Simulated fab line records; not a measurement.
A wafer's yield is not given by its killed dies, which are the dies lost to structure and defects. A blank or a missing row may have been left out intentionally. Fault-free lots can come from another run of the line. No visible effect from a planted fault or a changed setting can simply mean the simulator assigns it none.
fab line records    flow n5_finfet
record: lots: 5  wafers: 15  last_day: 18
route steps=1938 shown BEOL_M1@812 BEOL_M4@1111 PASSIVATION@1936
lots untouched by any fault: they come from a run of this same line in which no faults occurred
start_h: hours from the record's first day to the start of the lot's first wafer shown    wait_h: hours elapsed since this lot's preceding step    " the same as in the row above    L1.1+2: one row covering several wafers at once    - no value, or no start was given    * or withheld: withheld    < > ~ a bound
route shown NAME@n: a module of which the file shows steps, and the number in the route of the first    usual: mean/standard deviation taken from wafers without a fault    same: alike in all rows    chamber/n: place in a boat    sites: readings site by site    _std_site: standard deviation across them    _edge_site: inner sites' mean taken away from outer sites' mean    radius_mm: for every site, how far away it sits from the centre of the wafer    mask NAME#n: copy n    behind: the last tool/chamber to shape the wafer    hold: what put the lot on hold/how long, in hours/how the hold closed    device: names the non-switching transistor (n, p or np)    end of line: the same wafers' tests at the end of the route    for a step that has no rows: nothing shown but its recipe    killed: dies that structure and defects cost at the first sort, which is not the same as the wafer's yield    map: per-die view of a wafer (x killed, . not killed, _ where there is no die)
set.NAME: setting as actually run; set.NAME@STEP: the setting as run at that earlier step    model.NAME: the simulator's own value behind a step, which no gauge read
lots at selected steps of the route; one table per step, one row per wafer
services: a tool's chamber out of use, with start hour (start_h, from the record's first day; less than 0 if before it), hours out, and reason
== steps ==
step: N5_BEOL_M1_SURFACE_TREAT_85
recipe: gas: Ar  time_s: *  ion_energy_ev: *  ion_current_ma_cm2: 0.5  pressure_mtorr: *  ar_flow_sccm: 30
usual: throttle_valve_pct: *
lot.wafer  tool            chamber  start_h  wait_h  throttle_valve_pct
L480.2     pvd_sputter-02  -        128.43   0.1     *
L480.3     "               -        "        "       *
L480.5     "               -        "        "       *
L481.3     pvd_sputter-02  -        142.92   0.2     *
L481.5     "               -        "        "       *
L481.6     "               -        "        "       *
L491.2     pvd_sputter-01  -        191.04   0.1     *
L491.3     "               -        "        "       *
L491.5     "               -        "        "       *
L493.1     pvd_sputter-03  -        218.06   0.1     *
L493.2     "               -        "        "       *
L493.4     "               -        "        "       *
L503.1     pvd_sputter-03  -        271.40   0.1     *
L503.3     "               -        "        "       *
L503.5     "               -        "        "       *
step: N5_BEOL_M1_CVD_47
recipe: material: Co  target_thk_a: 30  temp_c: withheld  precursor: CCTBA/H2  pressure_torr: 30  time_s: 223.8
step: N5_BEOL_M1_SPUTTER_48
recipe: material: Cu  target_thk_a: 45  temp_c: -20  chamber_pressure_pa: 0.07  power_w: withheld  time_s: 8.29
step: N5_BEOL_M1_ANNEAL_49
recipe: temp_c: 400  time_s: 240  ambient: vacuum
step: N5_BEOL_M1_SPUTTER_79
recipe: material: Cu  target_thk_a: 45  temp_c: -20  chamber_pressure_pa: 0.07  power_w: withheld  time_s: 8.29
step: N5_BEOL_M1_ANNEAL_80
recipe: temp_c: 400  time_s: 240  ambient: vacuum
usual: heater_power_w: 846/100
lot.wafer  tool            chamber  start_h  wait_h  heater_power_w
L480.2     pvd_sputter-01  -        129.10   0.0     944
L480.3     "               -        "        "       1056
L480.5     "               -        "        "       808
L481.3     pvd_sputter-03  -        143.44   0.0     703
L481.5     "               -        "        "       695
L481.6     "               -        "        "       855
L491.2     pvd_sputter-01  -        191.72   0.0     1055
L491.3     "               -        "        "       964
L491.5     "               -        "        "       797
L493.1     pvd_sputter-03  -        218.71   0.0     691
L493.2     "               -        "        "       860
L493.4     "               -        "        "       845
L503.1     pvd_sputter-02  -        271.92   0.0     766
L503.3     "               -        "        "       852
L503.5     "               -        "        "       873
step: N5_BEOL_M1_SPUTTER_81
recipe: material: Cu  target_thk_a: 45  temp_c: -20  chamber_pressure_pa: 0.07  power_w: withheld  time_s: 8.29
step: N5_BEOL_M1_ANNEAL_82
recipe: temp_c: 400  time_s: 240  ambient: vacuum
step: N5_BEOL_M1_SPUTTER_86
recipe: material: Cu  target_thk_a: 45  temp_c: -20  chamber_pressure_pa: 0.07  power_w: withheld  time_s: 8.29
usual: chamber_pressure_pa: 0.06998/0.00014  throttle_valve_pct: 29.9/0.98
lot.wafer  tool            chamber  start_h  wait_h  chamber_pressure_pa  throttle_valve_pct
L480.2     pvd_sputter-01  -        129.46   0.1     0.06991              30.2
L480.3     "               -        "        "       0.07006              28.9
L480.5     "               -        "        "       0.07024              28.6
L481.3     pvd_sputter-03  -        143.80   0.1     0.06989              30.1
L481.5     "               -        "        "       0.07009              29.6
L481.6     "               -        "        "       0.07012              31.2
L491.2     pvd_sputter-01  -        192.08   0.1     0.06987              29.0
L491.3     "               -        "        "       0.07004              30.1
L491.5     "               -        "        "       0.06986              31.7
L493.1     pvd_sputter-03  -        219.12   0.1     0.06989              30.2
L493.2     "               -        "        "       0.07005              31.4
L493.4     "               -        "        "       0.06964              30.3
L503.1     pvd_sputter-02  -        272.28   0.1     0.06983              30.4
L503.3     "               -        "        "       0.06969              29.2
L503.5     "               -        "        "       0.06992              29.4
step: N5_BEOL_M1_ANNEAL_87
recipe: temp_c: 400  time_s: 240  ambient: vacuum
usual: heater_power_w: 849/98
lot.wafer  tool            chamber  start_h  wait_h  heater_power_w
L480.2     pvd_sputter-01  -        129.54   0.0     951
L480.3     "               -        "        "       1057
L480.5     "               -        "        "       841
L481.3     pvd_sputter-03  -        143.88   0.0     705
L481.5     "               -        "        "       698
L481.6     "               -        "        "       864
L491.2     pvd_sputter-01  -        192.16   0.0     1041
L491.3     "               -        "        "       949
L491.5     "               -        "        "       789
L493.1     pvd_sputter-03  -        219.21   0.0     702
L493.2     "               -        "        "       859
L493.4     "               -        "        "       870
L503.1     pvd_sputter-02  -        272.36   0.0     758
L503.3     "               -        "        "       845
L503.5     "               -        "        "       890
step: N5_BEOL_M1_SPUTTER_88
recipe: material: Cu  target_thk_a: 45  temp_c: -20  chamber_pressure_pa: 0.07  power_w: withheld  time_s: 8.29
step: N5_BEOL_M1_ANNEAL_89
recipe: temp_c: 400  time_s: 240  ambient: vacuum
step: N5_BEOL_M1_SPUTTER_90
recipe: material: Cu  target_thk_a: 45  temp_c: -20  chamber_pressure_pa: 0.07  power_w: withheld  time_s: 8.29
usual: chamber_pressure_pa: 0.07/0.00013  throttle_valve_pct: 29.9/0.96
lot.wafer  tool            chamber  start_h  wait_h  chamber_pressure_pa  throttle_valve_pct
L480.2     pvd_sputter-01  -        129.90   0.1     0.07014              30.2
L480.3     "               -        "        "       0.07021              29.0
L480.5     "               -        "        "       0.07002              29.1
L481.3     pvd_sputter-03  -        144.24   0.1     0.07031              30.1
L481.5     "               -        "        "       0.07009              29.7
L481.6     "               -        "        "       0.06986              31.4
L491.2     pvd_sputter-01  -        192.52   0.1     0.07004              29.1
L491.3     "               -        "        "       0.08877              26.8
L491.5     "               -        "        "       0.06991              31.7
L493.1     pvd_sputter-03  -        219.61   0.1     0.06969              29.8
L493.2     "               -        "        "       0.07003              31.4
L493.4     "               -        "        "       0.07006              29.9
L503.1     pvd_sputter-02  -        272.72   0.1     0.06987              30.1
L503.3     "               -        "        "       0.0699               29.4
L503.5     "               -        "        "       0.06985              29.5
step: N5_BEOL_M1_ANNEAL_91
recipe: temp_c: 400  time_s: 240  ambient: vacuum
usual: heater_power_w: 848/100
lot.wafer  tool            chamber  start_h  wait_h  heater_power_w
L480.2     pvd_sputter-01  -        129.98   0.0     974
L480.3     "               -        "        "       1063
L480.5     "               -        "        "       812
L481.3     pvd_sputter-03  -        144.32   0.0     706
L481.5     "               -        "        "       705
L481.6     "               -        "        "       865
L491.2     pvd_sputter-01  -        192.60   0.0     1061
L491.3     "               -        "        "       964
L491.5     "               -        "        "       770
L493.1     pvd_sputter-03  -        219.70   0.0     716
L493.2     "               -        "        "       868
L493.4     "               -        "        "       851
L503.1     pvd_sputter-02  -        272.80   0.0     758
L503.3     "               -        "        "       874
L503.5     "               -        "        "       850
step: N5_BEOL_M4_RC_MEAS_101
usual: DIBL_N: 35.1/1.5  DIBL_P: 35.2/2  IOFF_N: 0.146/0.028  IOFF_P: 0.20/0.036  ION_N: 670/12  ION_P: 462/8.2  SS_N: 71.2/0.63  SS_P: 73.1/0.7  VT_N: 250/3.6  VT_P: -251/3.3
lot.wafer  tool       chamber  start_h  wait_h  DIBL_N[mV/V]  DIBL_P[mV/V]  IOFF_N[nA/um]  IOFF_P[nA/um]  ION_N[uA/um]  ION_P[uA/um]  SS_N[mV/dec]  SS_P[mV/dec]  VT_N[mV]  VT_P[mV]
L480.2     prober-01  0        168.91   0.2     36.1          35.5          0.147          0.19           668           455           71.3          73.2          248       -253
L480.3     "          0        "        "       35.2          34.7          0.136          0.17           661           454           71.0          72.5          253       -252
L480.5     "          0        "        "       33.8          32.6          0.115          0.15           666           459           70.1          72.5          254       -255
L481.3     prober-02  0        190.64   0.3     34.0          34.6          0.138          0.19           664           460           71.6          73.0          248       -250
L481.5     "          0        "        "       33.5          33.7          0.128          0.18           685           466           70.5          72.5          250       -250
L481.6     "          0        "        "       34.6          35.0          0.135          0.20           663           460           70.8          73.2          250       -250
L491.2     prober-01  0        221.25   0.2     34.7          36.4          0.146          0.22           669           470           71.8          73.5          251       -248
L491.3     "          0        "        "       35.2          36.9          0.156          0.24           671           472           72.0          73.5          249       -248
L491.5     "          0        "        "       31.8          32.5          0.105          0.17           664           458           70.5          72.4          256       -253
L493.1     prober-01  0        266.42   0.0     35.5          33.6          0.138          0.21           663           456           71.8          73.4          251       -248
L493.2     "          0        "        "       37.3          37.1          0.176          0.27           690           480           72.3          73.4          248       -245
L493.4     "          0        "        "       36.0          35.8          0.157          0.24           685           473           72.0          73.4          247       -248
L503.1     prober-01  0        327.70   0.0     31.6          31.8          0.105          0.16           672           466           70.7          71.2          254       -253
L503.3     "          0        "        "       34.1          34.6          0.129          0.18           656           457           71.5          73.2          252       -252
L503.5     "          0        "        "       34.3          35.0          0.138          0.19           659           459           70.6          72.0          249       -251
step: N5_PASSIVATION_PROBE_49
usual: defect_limited_yield: 91.4/1.4  killed_at_M0_to_M3: 32/10  killed_at_M4_up: 13/5.6  killed_at_contacts: 13/6.6  killed_at_front_end: 39/13  killed_at_other: 3.4/2.8  killed_dies: 101/17  killed_open: 66/13  killed_short: 33/7  sort_bin_5_function: 5.0/0.93  sort_bin_6_memory: 3.2/0.65  sort_n_pass: 1078/17  sort_yield_pct: 91.4/1.4
same: gross_dies: 1180  killed_at_back_side: 0  sort_bin_4_leakage[%]: 0  sort_bin_8_speed[%]: 0
lot.wafer  tool       chamber  start_h  wait_h  defect_limited_yield[%]  killed_at_M0_to_M3  killed_at_M4_up  killed_at_contacts  killed_at_front_end  killed_at_other  killed_dies  killed_open  killed_short  sort_bin_5_function[%]  sort_bin_6_memory[%]  sort_n_pass  sort_yield_pct[%]
L481.3     prober-01  -        293.41   0.1     92.1                     19                  20               14                  35                   5                93           65           28            4.4                     3.1                   1087         92.1
L481.5     prober-01  -        293.51   0.2     91.4                     40                  13               8                   40                   1                102          66           30            4.8                     3.1                   1078         91.4
L481.6     prober-01  -        293.56   0.3     91.2                     35                  15               15                  35                   4                104          63           40            5.0                     3.2                   1076         91.2
L503.1     prober-01  -        432.35   0.0     90.3                     20                  23               24                  45                   3                115          77           36            5.3                     4.2                   1065         90.3
L503.3     prober-01  -        432.45   0.1     90.9                     44                  7                19                  35                   2                107          66           40            5.1                     3.8                   1073         90.9
L503.5     prober-01  -        432.55   0.2     91.7                     29                  15               11                  38                   5                98           68           29            4.9                     3.1                   1082         91.7
killed by level:class
L481.3 FIN_SAQP:geometric_particle:open=13 MOL_CONTACT_COAG:geometric_particle:open=12 FIN_SAQP:geometric_particle:short=9 BEOL_M5:geometric_particle:open=8 BEOL_M4:geometric_particle:open=7 BEOL_M2:geometric_particle:open=5 BEOL_M3:geometric_particle:open=4 BEOL_M8:geometric_particle:open=4
L481.5 BEOL_M3:geometric_particle:open=15 FIN_SAQP:geometric_particle:open=11 STI_FIN_REVEAL:geometric_particle:open=8 MOL_CONTACT_COAG:geometric_particle:open=7 BEOL_M2:geometric_particle:open=7 FIN_SAQP:geometric_particle:short=6 BEOL_M1:geometric_particle:open=5 HKMG_FIN:area_etch=5
L481.6 MOL_CONTACT_COAG:geometric_particle:open=12 BEOL_M3:geometric_particle:open=8 FIN_SAQP:geometric_particle:open=7 STI_FIN_REVEAL:geometric_particle:open=7 BEOL_M0_SAQP:geometric_particle:open=7 BEOL_M0_SAQP:geometric_particle:short=6 BEOL_M4:geometric_particle:open=6 FIN_SAQP:geometric_particle:short=5
L503.1 MOL_CONTACT_COAG:geometric_particle:open=19 STI_FIN_REVEAL:geometric_particle:open=12 DUMMY_GATE:geometric_particle:open=6 BEOL_M3:geometric_particle:open=6 BEOL_M4:geometric_particle:open=6 FIN_SAQP:geometric_particle:short=5 MOL_CONTACT_COAG:geometric_particle:short=5 STARTING-WAFER:geometric_particle:short=5
L503.3 MOL_CONTACT_COAG:geometric_particle:open=15 BEOL_M0_SAQP:geometric_particle:short=13 BEOL_M0_SAQP:geometric_particle:open=12 BEOL_M2:geometric_particle:open=8 BEOL_M3:geometric_particle:open=7 FIN_SAQP:geometric_particle:open=5 GATE_CUT:geometric_particle:short=5 STI_FIN_REVEAL:geometric_particle:open=4
L503.5 FIN_SAQP:geometric_particle:open=11 MOL_CONTACT_COAG:geometric_particle:open=11 BEOL_M0_SAQP:geometric_particle:short=7 GATE_CUT:geometric_particle:short=6 BEOL_M0_SAQP:geometric_particle:open=6 STI_FIN_REVEAL:geometric_particle:open=5 DUMMY_GATE:geometric_particle:open=5 FIN_SAQP:geometric_particle:short=4
== services ==
tool            chamber  start_h  hours  kind
pvd_sputter-02  -        150.44   9.3    repair
== key ==
first_sign: step: N5_BEOL_M1_SPUTTER_90  reading: chamber_pressure_pa  direction: up  sigmas: 99+  usual: 0.07  struck: 0.08877
effect: step: N5_BEOL_M1_SPUTTER_90  reading: throttle_valve_pct  direction: down  sigmas: 3.3  usual: *  struck: *
met_at N5_BEOL_M1_SPUTTER_90
struck_wafers L491.3
onset_between 129.90 192.52
fault: kind: process_parameter_drift  tool: pvd_sputter-01  chamber: -  onset_h: 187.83  steps: N5_BEOL_M1_SPUTTER_90  channel: chamber_pressure_pa  offset: 0.018596  shape: step  end_h: 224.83  acts_in: these_recipes_only  stated: 0.07  scope: struck_wafers_only
